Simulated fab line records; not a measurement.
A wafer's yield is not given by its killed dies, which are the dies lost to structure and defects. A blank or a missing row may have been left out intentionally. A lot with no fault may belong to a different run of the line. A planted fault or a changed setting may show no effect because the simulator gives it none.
fab line records    flow n5_finfet
[record] lots = 24  wafers = 72  last_day = 19
route steps=1938 shown BEOL_M12@1633 BEOL_M14@1716
lots that met no fault: taken from a fault-free run of the same line
start_h: start of the lot's first displayed wafer, in hours after the record's first day    wait_h: how many hours have passed since the lot's step before this one    " repeats the value in the row above    L1.1+2: a single row standing in for several wafers    - no value, or no start given    * or withheld: withheld    < > ~ a bound
route shown NAME@n: NAME is a module with steps in the file, n the number in the route of the first one    usual: mean and standard deviation over wafers with no fault    same: alike in all rows    chamber/n: place in a boat    sites: the reading at each site    _std_site: standard deviation of those values    _edge_site: inner sites' mean taken away from outer sites' mean    radius_mm: for every site, how far away it sits from the centre of the wafer    mask NAME#n: copy n    behind: the last tool/chamber to shape the wafer    hold: cause of the lot's hold/its duration in hours/its outcome    device: transistor that didn't switch, given as n, p or np    end of line: the same wafers' tests at the end of the route    step lacking rows: just its recipe    killed: not the wafer's yield, but the dies lost to structure and defects at the first sort    map: dies across one wafer; x = killed, . = not, _ = none there
set.NAME: the run value of the setting; set.NAME@STEP: its run value at that earlier step    model.NAME: the simulator's own value behind a step, which no gauge read
one table for each step of the route and one row for each wafer, over a sample of lots
services: from which hour (start_h, from the record's first day; less than 0 if before it) a tool's chamber was out of use, for how many hours, and why
[[steps]]
[step N5_BEOL_M12_OVL_MEAS_29]
[recipe] points_per_wafer = 44
[usual] M12_OVL = 1/5.5
lot.wafer  tool        chamber  start_h  wait_h  M12_OVL[nm]
L074.1     overlay-01  0        258.35   0.0     -2
L074.4     "           0        "        "       -1
L074.6     "           0        "        "       4
L075.1     overlay-01  0        258.71   0.0     7
L075.2     "           0        "        "       9
L075.6     "           0        "        "       4
L078.2     overlay-01  0        307.04   0.0     -3
L078.3     "           0        "        "       -2
L078.6     "           0        "        "       0
L077.4     overlay-02  0        313.01   0.0     8
L077.5     "           0        "        "       1
L077.6     "           0        "        "       5
L080.2     overlay-01  0        330.22   0.0     0
L080.4     "           0        "        "       -2
L080.5     "           0        "        "       -6
L079.1     overlay-02  0        331.64   0.0     5
L079.4     "           0        "        "       0
L079.6     "           0        "        "       -6
L081.1     overlay-02  0        340.12   0.0     0
L081.2     "           0        "        "       -2
L081.6     "           0        "        "       0
L082.1     overlay-02  0        348.64   0.0     -1
L082.3     "           0        "        "       5
L082.4     "           0        "        "       2
L083.2     overlay-02  0        357.60   0.0     6
L083.3     "           0        "        "       6
L083.6     "           0        "        "       9
L085.1     overlay-02  0        367.61   0.0     -3
L085.4     "           0        "        "       -3
L085.6     "           0        "        "       -1
L084.1     overlay-02  0        370.27   0.0     -6
L084.3     "           0        "        "       4
L084.4     "           0        "        "       -3
L087.1     overlay-02  0        370.31   0.0     2
L087.2     "           0        "        "       4
L087.5     "           0        "        "       0
L086.2     overlay-01  0        372.54   0.0     -2
L086.4     "           0        "        "       5
L086.5     "           0        "        "       4
L089.2     overlay-02  0        378.86   0.0     2
L089.3     "           0        "        "       6
L089.5     "           0        "        "       0
L076.3     overlay-01  0        379.65   0.0     0
L076.4     "           0        "        "       3
L076.6     "           0        "        "       -1
L090.2     overlay-01  0        388.22   0.0     2
L090.4     "           0        "        "       -5
L090.6     "           0        "        "       1
L091.2     overlay-02  0        404.43   0.0     7
L091.5     "           0        "        "       -3
L091.6     "           0        "        "       5
L088.2     overlay-02  0        407.58   0.0     12
L088.3     "           0        "        "       0
L088.6     "           0        "        "       4
L092.1     overlay-01  0        408.01   0.0     -4
L092.2     "           0        "        "       -3
L092.4     "           0        "        "       -5
L095.2     overlay-02  0        412.91   0.0     8
L095.5     "           0        "        "       1
L095.6     "           0        "        "       0
L093.2     overlay-01  0        414.60   0.0     11
L093.4     "           0        "        "       16
L093.6     "           0        "        "       14
L096.2     overlay-01  0        414.87   0.0     0
L096.5     "           0        "        "       -9
L096.6     "           0        "        "       2
L094.1     overlay-01  0        416.60   0.0     7
L094.3     "           0        "        "       -5
L094.4     "           0        "        "       -3
L097.1     overlay-02  0        420.55   0.0     -13
L097.5     "           0        "        "       -12
L097.6     "           0        "        "       -10
[step N5_BEOL_M12_SPUTTER_43]
[recipe] material = TaN  target_thk_a = 150  temp_c = 50  bias_v = 168.6  power_w = 15000  chamber_pressure_pa = 0.12  time_s = 24.19
[usual] throttle_valve_pct = 30.3/0.73
lot.wafer  tool            chamber  start_h  wait_h  throttle_valve_pct
L074.1     pvd_sputter-02  -        259.53   0.0     30.2
L074.4     "               -        "        "       29.1
L074.6     "               -        "        "       30.6
L075.1     pvd_sputter-02  -        262.23   0.0     30.8
L075.2     "               -        "        "       30.3
L075.6     "               -        "        "       29.1
L078.2     pvd_sputter-03  -        310.52   0.0     29.6
L078.3     "               -        "        "       30.4
L078.6     "               -        "        "       31.0
L077.4     pvd_sputter-01  -        315.66   0.0     31.7
L077.5     "               -        "        "       29.4
L077.6     "               -        "        "       29.1
L080.2     pvd_sputter-02  -        333.34   0.0     30.9
L080.4     "               -        "        "       30.8
L080.5     "               -        "        "       31.2
L079.1     pvd_sputter-01  -        333.49   0.0     30.9
L079.4     "               -        "        "       29.1
L079.6     "               -        "        "       29.2
L081.1     pvd_sputter-02  -        343.64   0.0     30.5
L081.2     "               -        "        "       30.7
L081.6     "               -        "        "       30.7
L082.1     pvd_sputter-03  -        354.46   0.0     29.5
L082.3     "               -        "        "       31.0
L082.4     "               -        "        "       29.8
L083.2     pvd_sputter-01  -        362.13   0.0     31.0
L083.3     "               -        "        "       29.6
L083.6     "               -        "        "       30.8
L085.1     pvd_sputter-02  -        369.80   0.0     30.3
L085.4     "               -        "        "       31.2
L085.6     "               -        "        "       31.2
L084.1     pvd_sputter-02  -        375.28   0.0     30.0
L084.3     "               -        "        "       30.5
L084.4     "               -        "        "       30.8
L087.1     pvd_sputter-02  -        375.64   0.0     29.2
L087.2     "               -        "        "       30.1
L087.5     "               -        "        "       30.7
L086.2     pvd_sputter-03  -        375.65   0.0     29.8
L086.4     "               -        "        "       30.1
L086.5     "               -        "        "       31.3
L089.2     pvd_sputter-03  -        380.81   0.0     29.5
L089.3     "               -        "        "       29.9
L089.5     "               -        "        "       31.0
L076.3     pvd_sputter-01  -        381.80   0.0     31.2
L076.4     "               -        "        "       29.2
L076.6     "               -        "        "       31.1
L090.2     pvd_sputter-01  -        389.50   0.0     31.4
L090.4     "               -        "        "       29.3
L090.6     "               -        "        "       31.0
L091.2     pvd_sputter-02  -        407.90   0.0     30.3
L091.5     "               -        "        "       28.9
L091.6     "               -        "        "       30.5
L088.2     pvd_sputter-03  -        411.08   0.0     30.1
L088.3     "               -        "        "       29.3
L088.6     "               -        "        "       29.5
L092.1     pvd_sputter-02  -        411.12   0.0     30.7
L092.2     "               -        "        "       30.3
L092.4     "               -        "        "       31.0
L095.2     pvd_sputter-03  -        414.53   0.0     30.2
L095.5     "               -        "        "       29.6
L095.6     "               -        "        "       31.2
L093.2     pvd_sputter-03  -        418.63   0.0     31.1
L093.4     "               -        "        "       30.4
L093.6     "               -        "        "       30.2
L096.2     pvd_sputter-03  -        421.93   0.0     31.0
L096.5     "               -        "        "       30.0
L096.6     "               -        "        "       30.0
L094.1     pvd_sputter-02  -        422.07   0.0     30.5
L094.3     "               -        "        "       29.0
L094.4     "               -        "        "       30.8
L097.1     pvd_sputter-02  -        424.43   0.0     30.9
L097.5     "               -        "        "       29.1
L097.6     "               -        "        "       31.0
[step N5_BEOL_M12_SPUTTER_44]
[recipe] material = Ta  target_thk_a = 100  temp_c = 50  bias_v = 80  power_w = 15000  chamber_pressure_pa = 0.07  time_s = 16.13
[usual] throttle_valve_pct = 30.3/0.74
lot.wafer  tool            chamber  start_h  wait_h  throttle_valve_pct
L074.1     pvd_sputter-02  -        259.61   0.0     30.4
L074.4     "               -        "        "       29.3
L074.6     "               -        "        "       30.4
L075.1     pvd_sputter-02  -        262.31   0.0     30.5
L075.2     "               -        "        "       30.5
L075.6     "               -        "        "       28.9
L078.2     pvd_sputter-03  -        310.60   0.0     29.6
L078.3     "               -        "        "       30.2
L078.6     "               -        "        "       30.8
L077.4     pvd_sputter-01  -        315.74   0.0     31.4
L077.5     "               -        "        "       29.5
L077.6     "               -        "        "       29.1
L080.2     pvd_sputter-02  -        333.42   0.0     31.3
L080.4     "               -        "        "       30.8
L080.5     "               -        "        "       30.9
L079.1     pvd_sputter-01  -        333.57   0.0     30.9
L079.4     "               -        "        "       29.2
L079.6     "               -        "        "       29.1
L081.1     pvd_sputter-02  -        343.72   0.0     30.3
L081.2     "               -        "        "       30.6
L081.6     "               -        "        "       30.6
L082.1     pvd_sputter-03  -        354.54   0.0     29.6
L082.3     "               -        "        "       30.9
L082.4     "               -        "        "       30.3
L083.2     pvd_sputter-01  -        362.21   0.0     30.6
L083.3     "               -        "        "       29.3
L083.6     "               -        "        "       30.7
L085.1     pvd_sputter-02  -        369.88   0.0     30.1
L085.4     "               -        "        "       31.1
L085.6     "               -        "        "       31.1
L084.1     pvd_sputter-02  -        375.36   0.0     30.3
L084.3     "               -        "        "       30.5
L084.4     "               -        "        "       31.3
L087.1     pvd_sputter-02  -        375.72   0.0     29.2
L087.2     "               -        "        "       30.4
L087.5     "               -        "        "       30.8
L086.2     pvd_sputter-03  -        375.73   0.0     29.7
L086.4     "               -        "        "       30.0
L086.5     "               -        "        "       31.1
L089.2     pvd_sputter-03  -        380.89   0.0     29.4
L089.3     "               -        "        "       29.7
L089.5     "               -        "        "       31.0
L076.3     pvd_sputter-01  -        381.88   0.0     31.2
L076.4     "               -        "        "       29.2
L076.6     "               -        "        "       31.2
L090.2     pvd_sputter-01  -        389.58   0.0     31.1
L090.4     "               -        "        "       29.2
L090.6     "               -        "        "       31.2
L091.2     pvd_sputter-02  -        407.98   0.0     30.3
L091.5     "               -        "        "       29.0
L091.6     "               -        "        "       30.1
L088.2     pvd_sputter-03  -        411.16   0.0     29.5
L088.3     "               -        "        "       29.4
L088.6     "               -        "        "       29.3
L092.1     pvd_sputter-02  -        411.20   0.0     30.7
L092.2     "               -        "        "       30.5
L092.4     "               -        "        "       31.2
L095.2     pvd_sputter-03  -        414.61   0.0     30.1
L095.5     "               -        "        "       29.9
L095.6     "               -        "        "       31.2
L093.2     pvd_sputter-03  -        418.71   0.0     30.9
L093.4     "               -        "        "       30.4
L093.6     "               -        "        "       30.3
L096.2     pvd_sputter-03  -        422.02   0.0     31.3
L096.5     "               -        "        "       30.5
L096.6     "               -        "        "       29.9
L094.1     pvd_sputter-02  -        422.15   0.0     30.3
L094.3     "               -        "        "       29.0
L094.4     "               -        "        "       30.6
L097.1     pvd_sputter-02  -        424.51   0.0     31.1
L097.5     "               -        "        "       29.0
L097.6     "               -        "        "       31.1
[step N5_BEOL_M14_ILD_DEP_00]
[recipe] material = SiO2  target_thk_a = 11193  temp_c = 400  precursor = TEOS/O2  pressure_torr = 6.5  rf_w = 900  teos_flow_sccm = 161.4  gas = O2  flow_sccm = 2650  time_s = 237.4
[usual] heater_power_w = 585/91  rf_fwd_power_W = 898.0/2.4  showerhead_plenum_p_Torr = 8.35/0.044  throttle_valve_pct = 18.9/0.95
lot.wafer  tool      chamber  start_h  wait_h  heater_power_w  rf_fwd_power_W  showerhead_plenum_p_Torr  throttle_valve_pct
L074.1     pecvd-03  1        264.51   0.0     593             897.0           8.37                      18.6
L074.4     "         1        "        "       641             898.6           8.36                      18.8
L074.6     "         0        "        "       565             897.4           8.33                      19.0
L075.1     pecvd-04  1        267.24   0.0     822             899.7           8.38                      21.0
L075.2     "         2        "        "       585             898.1           8.42                      18.9
L075.6     "         2        "        "       452             896.3           8.40                      18.4
L078.2     pecvd-02  2        317.26   0.0     619             896.8           8.37                      18.3
L078.3     "         0        "        "       512             898.8           8.28                      18.7
L078.6     "         1        "        "       563             898.6           8.38                      20.2
L077.4     pecvd-02  0        321.81   0.1     587             897.1           8.28                      18.6
L077.5     "         1        "        "       571             898.1           8.39                      20.2
L077.6     "         2        "        "       592             901.8           8.39                      18.4
L080.2     pecvd-03  2        344.74   0.0     493             894.7           8.37                      17.6
L080.4     "         0        "        "       482             904.0           8.32                      19.1
L080.5     "         1        "        "       491             898.5           8.36                      18.8
L079.1     pecvd-03  1        345.09   0.0     625             897.6           8.36                      18.7
L079.4     "         1        "        "       477             895.0           8.36                      18.7
L079.6     "         2        "        "       427             902.4           8.36                      17.4
L081.1     pecvd-04  1        357.71   0.0     762             895.8           8.41                      21.0
L081.2     "         0        "        "       707             899.5           8.31                      18.8
L081.6     "         0        "        "       682             899.1           8.29                      19.1
L082.1     pecvd-03  0        361.58   0.0     502             894.2           8.35                      19.3
L082.3     "         2        "        "       580             898.0           8.38                      17.6
L082.4     "         1        "        "       653             898.1           8.36                      19.0
L083.2     pecvd-02  0        368.83   0.0     597             899.4           8.29                      18.8
L083.3     "         1        "        "       505             900.3           8.40                      20.3
L083.6     "         0        "        "       454             899.1           8.29                      18.4
L085.1     pecvd-04  1        377.94   0.0     798             899.6           8.38                      21.0
L085.4     "         1        "        "       815             893.1           8.37                      21.0
L085.6     "         0        "        "       725             898.0           8.30                      18.6
L084.1     pecvd-02  2        380.50   0.0     554             897.9           8.38                      18.4
L084.3     "         1        "        "       535             900.7           8.39                      20.2
L084.4     "         2        "        "       617             895.7           8.38                      18.4
L087.1     pecvd-04  1        382.84   0.0     849             896.4           8.39                      20.6
L087.2     "         0        "        "       587             896.1           8.33                      18.7
L087.5     "         1        "        "       665             898.4           8.38                      20.8
L086.2     pecvd-03  0        383.04   0.0     510             898.6           8.31                      19.0
L086.4     "         1        "        "       607             898.5           8.34                      18.9
L086.5     "         2        "        "       571             900.0           8.35                      17.5
L089.2     pecvd-03  2        386.66   0.0     576             896.7           8.35                      17.7
L089.3     "         1        "        "       510             892.9           8.35                      18.9
L089.5     "         1        "        "       579             896.9           8.33                      18.8
L076.3     pecvd-02  0        387.90   0.1     570             897.4           8.29                      18.5
L076.4     "         2        "        "       588             898.6           8.40                      18.7
L076.6     "         0        "        "       602             895.6           8.26                      18.5
L090.2     pecvd-03  2        395.79   0.0     550             896.1           8.37                      17.8
L090.4     "         1        "        "       578             901.9           8.36                      18.9
L090.6     "         2        "        "       442             897.3           8.37                      17.6
L091.2     pecvd-02  2        414.02   0.0     642             897.6           8.41                      18.6
L091.5     "         2        "        "       490             900.4           8.41                      18.6
L091.6     "         1        "        "       568             898.6           8.40                      17.2
L088.2     pecvd-03  2        416.81   0.0     524             898.1           8.36                      17.4
L088.3     "         0        "        "       587             896.0           8.31                      19.1
L088.6     "         1        "        "       480             897.0           8.36                      18.9
L092.1     pecvd-02  1        419.73   0.0     492             900.2           8.38                      17.3
L092.2     "         2        "        "       513             901.6           8.40                      18.5
L092.4     "         0        "        "       579             900.1           8.27                      18.8
L095.2     pecvd-04  1        420.30   0.0     776             895.4           8.40                      20.9
L095.5     "         0        "        "       723             898.5           8.28                      18.9
L095.6     "         2        "        "       569             895.0           8.40                      19.1
L093.2     pecvd-04  1        427.01   0.0     768             899.1           8.38                      21.0
L093.4     "         1        "        "       821             895.2           8.37                      20.8
L093.6     "         2        "        "       589             902.8           8.38                      19.0
L096.2     pecvd-02  0        429.71   0.0     602             898.4           8.28                      18.7
L096.5     "         2        "        "       494             898.0           8.38                      18.3
L096.6     "         1        "        "       633             902.1           8.39                      17.2
L094.1     pecvd-04  1        430.26   0.0     708             896.8           8.39                      21.1
L094.3     "         2        "        "       530             897.8           8.39                      18.8
L094.4     "         1        "        "       779             895.2           8.37                      20.8
L097.1     pecvd-02  0        435.01   0.0     600             898.0           8.27                      18.8
L097.5     "         1        "        "       486             901.8           8.40                      17.2
L097.6     "         0        "        "       462             897.3           8.26                      18.7
[step N5_BEOL_M14_OVL_MEAS_11]
[recipe] points_per_wafer = 44
[usual] V13_OVL = 0/5.7
lot.wafer  tool        chamber  start_h  wait_h  V13_OVL[nm]
L074.1     overlay-01  0        265.24   0.0     -7
L074.4     "           0        "        "       -12
L074.6     "           0        "        "       -4
L075.1     overlay-01  0        267.77   0.0     -2
L075.2     "           0        "        "       5
L075.6     "           0        "        "       8
L078.2     overlay-01  0        317.91   0.0     8
L078.3     "           0        "        "       5
L078.6     "           0        "        "       6
L077.4     overlay-01  0        322.26   0.0     2
L077.5     "           0        "        "       -2
L077.6     "           0        "        "       4
L080.2     overlay-02  0        345.39   0.0     5
L080.4     "           0        "        "       -1
L080.5     "           0        "        "       -2
L079.1     overlay-02  0        345.62   0.0     -5
L079.4     "           0        "        "       -7
L079.6     "           0        "        "       -9
L081.1     overlay-02  0        358.32   0.0     -8
L081.2     "           0        "        "       -2
L081.6     "           0        "        "       -6
L082.1     overlay-02  0        362.23   0.0     5
L082.3     "           0        "        "       -1
L082.4     "           0        "        "       2
L083.2     overlay-02  0        369.36   0.0     -1
L083.3     "           0        "        "       -1
L083.6     "           0        "        "       3
L085.1     overlay-02  0        378.59   0.0     1
L085.4     "           0        "        "       -2
L085.6     "           0        "        "       1
L084.1     overlay-01  0        381.03   0.0     3
L084.3     "           0        "        "       -2
L084.4     "           0        "        "       -13
L087.1     overlay-01  0        383.37   0.0     0
L087.2     "           0        "        "       -1
L087.5     "           0        "        "       -4
L086.2     overlay-02  0        383.70   0.0     8
L086.4     "           0        "        "       8
L086.5     "           0        "        "       11
L089.2     overlay-02  0        387.19   0.0     4
L089.3     "           0        "        "       2
L089.5     "           0        "        "       -1
L076.3     overlay-01  0        388.43   0.0     -4
L076.4     "           0        "        "       -7
L076.6     "           0        "        "       -2
L090.2     overlay-02  0        396.32   0.0     1
L090.4     "           0        "        "       -1
L090.6     "           0        "        "       -5
L091.2     overlay-02  0        414.68   0.0     1
L091.5     "           0        "        "       -8
L091.6     "           0        "        "       -1
L088.2     overlay-02  0        417.47   0.0     10
L088.3     "           0        "        "       9
L088.6     "           0        "        "       12
L092.1     overlay-02  0        420.38   0.0     -2
L092.2     "           0        "        "       0
L092.4     "           0        "        "       8
L095.2     overlay-01  0        420.95   0.0     2
L095.5     "           0        "        "       6
L095.6     "           0        "        "       13
L093.2     overlay-02  0        427.53   0.0     -2
L093.4     "           0        "        "       -3
L093.6     "           0        "        "       -5
L096.2     overlay-02  0        430.24   0.0     -2
L096.5     "           0        "        "       -4
L096.6     "           0        "        "       9
L094.1     overlay-02  0        430.79   0.0     -2
L094.3     "           0        "        "       -3
L094.4     "           0        "        "       -4
L097.1     overlay-01  0        435.53   0.0     2
L097.5     "           0        "        "       -1
L097.6     "           0        "        "       2
[step N5_BEOL_M14_RS_MEAS_54]
[recipe] thk_meas_gauge = four-point-probe  reads = Cu_of_BEOL_M14_ECD_47+Ta_of_BEOL_M14_SPUTTER_44+TaN_of_BEOL_M14_SPUTTER_43
[usual] M14_RS = 0.0332/0.00085
lot.wafer  tool           chamber  start_h  wait_h  M14_RS[ohm/sq]
L074.1     film_metro-02  -        269.93   0.1     0.0320
L074.4     "              -        "        "       0.0340
L074.6     "              -        "        "       0.0337
L075.1     film_metro-02  -        270.96   0.1     0.0318
L075.2     "              -        "        "       0.0321
L075.6     "              -        "        "       0.0313
L078.2     film_metro-02  -        321.74   0.1     0.0329
L078.3     "              -        "        "       0.0331
L078.6     "              -        "        "       0.0332
L077.4     film_metro-02  -        327.73   0.0     0.0346
L077.5     "              -        "        "       0.0325
L077.6     "              -        "        "       0.0349
L080.2     film_metro-01  -        349.39   0.1     0.0345
L080.4     "              -        "        "       0.0335
L080.5     "              -        "        "       0.0346
L079.1     film_metro-02  -        349.66   0.0     0.0335
L079.4     "              -        "        "       0.0332
L079.6     "              -        "        "       0.0318
L081.1     film_metro-02  -        362.90   0.0     0.0334
L081.2     "              -        "        "       0.0341
L081.6     "              -        "        "       0.0325
L082.1     film_metro-01  -        367.86   0.0     0.0325
L082.3     "              -        "        "       0.0340
L082.4     "              -        "        "       0.0351
L083.2     film_metro-02  -        376.32   0.1     0.0334
L083.3     "              -        "        "       0.0332
L083.6     "              -        "        "       0.0316
L085.1     film_metro-01  -        383.20   0.0     0.0334
L085.4     "              -        "        "       0.0330
L085.6     "              -        "        "       0.0333
L084.1     film_metro-02  -        385.79   0.0     0.0322
L084.3     "              -        "        "       0.0343
L084.4     "              -        "        "       0.0325
L087.1     film_metro-01  -        386.91   0.0     0.0347
L087.2     "              -        "        "       0.0333
L087.5     "              -        "        "       0.0347
L086.2     film_metro-02  -        390.17   0.1     0.0328
L086.4     "              -        "        "       0.0336
L086.5     "              -        "        "       0.0333
L089.2     film_metro-02  -        391.55   0.1     0.0326
L089.3     "              -        "        "       0.0343
L089.5     "              -        "        "       0.0320
L076.3     film_metro-01  -        396.10   0.1     0.0334
L076.4     "              -        "        "       0.0323
L076.6     "              -        "        "       0.0329
L090.2     film_metro-01  -        402.71   0.1     0.0331
L090.4     "              -        "        "       0.0336
L090.6     "              -        "        "       0.0331
L091.2     film_metro-01  -        419.87   0.1     0.0332
L091.5     "              -        "        "       0.0335
L091.6     "              -        "        "       0.0321
L088.2     film_metro-02  -        425.96   0.1     0.0325
L088.3     "              -        "        "       0.0351
L088.6     "              -        "        "       0.0329
L092.1     film_metro-02  -        426.43   0.0     0.0326
L092.2     "              -        "        "       0.0341
L092.4     "              -        "        "       0.0351
L095.2     film_metro-02  -        426.71   0.1     0.0334
L095.5     "              -        "        "       0.0323
L095.6     "              -        "        "       0.0331
L093.2     film_metro-02  -        433.88   0.1     0.0330
L093.4     "              -        "        "       0.0332
L093.6     "              -        "        "       0.0335
L096.2     film_metro-02  -        434.38   0.1     0.0329
L096.5     "              -        "        "       0.0331
L096.6     "              -        "        "       0.0352
L094.1     film_metro-02  -        438.70   0.0     0.0354
L094.3     "              -        "        "       0.0328
L094.4     "              -        "        "       0.0331
L097.1     film_metro-01  -        441.30   0.0     0.0321
L097.5     "              -        "        "       0.0334
L097.6     "              -        "        "       0.0334
[[services]]
tool            chamber  start_h  hours  kind
pvd_sputter-01  -        237.91   1.1    repair
pecvd-02        0        279.38   2.1    scheduled_down
pecvd-03        -        286.12   14.6   pm
pecvd-04        2        287.69   4.1    repair
pecvd-04        -        289.55   6.0    pm
pecvd-02        -        298.59   3.4    repair
pecvd-02        -        326.95   0.6    repair
pecvd-04        2        331.11   30.4   repair
pecvd-02        -        335.57   2.8    pm
pecvd-04        0        369.25   2.1    scheduled_down
pecvd-02        1        383.62   -      clean
pecvd-02        1        383.62   -      consumable_replace:showerhead
pecvd-02        1        383.62   29.0   scheduled_down
pecvd-02        1        383.62   29.0   vent_cycle
pecvd-04        1        392.68   5.0    scheduled_down
pecvd-04        2        401.29   2.1    scheduled_down
pecvd-03        1        405.28   5.5    scheduled_down
pecvd-02        -        415.73   1.4    repair
pvd_sputter-01  -        430.44   0.9    repair
[[key]]
fault none
